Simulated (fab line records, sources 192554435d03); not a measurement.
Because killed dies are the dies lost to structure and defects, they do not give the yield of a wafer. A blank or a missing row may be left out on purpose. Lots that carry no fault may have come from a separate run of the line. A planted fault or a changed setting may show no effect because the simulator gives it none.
Which of the tools did it? -- flow n5-finfet -- route of 1938 steps, sampled at 1 step: 10 lots, 29 wafers

== WHAT THE GAUGES READ, wafer by wafer ==
N5_BEOL_M4_RC_MEAS_101.
lot,measured,on,DIBL_N (mV/V)
L491,day 8 02:21,prober-01,37.2 36.6 35.3
L493,day 8 19:53,prober-01,34.6 35.1 35.3
L495,day 9 17:05,prober-01,36.7 36.6 36.4
L494,day 9 23:47,prober-01,37.1 36.6
L503,day 12 05:26,prober-01,37.2 35.8 36.2
L507,day 12 10:00,prober-02,36.0 36.0 36.0
L506,day 12 20:43,prober-02,36.3 37.1 37.9
L511,day 13 20:59,prober-02,38.3 37.7 38.1
L512,day 14 03:20,prober-02,37.2 37.1 35.9
L514,day 14 19:49,prober-02,38.2 34.8 39.5

== WHAT TOOL EACH LOT RAN ON (gives the tool, then ch and the chambers of the sampled wafers, and finally the start) ==
There is no process step in the record ahead of these readings.

== THE ANSWER, worked out from the rows above alone ==
Rule: what is usual is taken from the lots themselves. Put in order of their means at a reading, lots are off if they are a third of the lots or fewer, leave a main group of 4 or more, and stand apart from it by a gap of 3 or more times the standard deviation of the main group's means; of several such gaps the widest counts. A main group whose means are all the same, to the digits that the tables above print for the reading, isn't used. A lot without any number at a reading at which 4 lots or more have one is off too. Where the step has rows for the other lots, those lots are counted as sound.
Across all readings shown, no lot is off: no conclusion can be drawn from this.

== WHAT HAD BEEN PUT IN BY THE SIMULATOR ==
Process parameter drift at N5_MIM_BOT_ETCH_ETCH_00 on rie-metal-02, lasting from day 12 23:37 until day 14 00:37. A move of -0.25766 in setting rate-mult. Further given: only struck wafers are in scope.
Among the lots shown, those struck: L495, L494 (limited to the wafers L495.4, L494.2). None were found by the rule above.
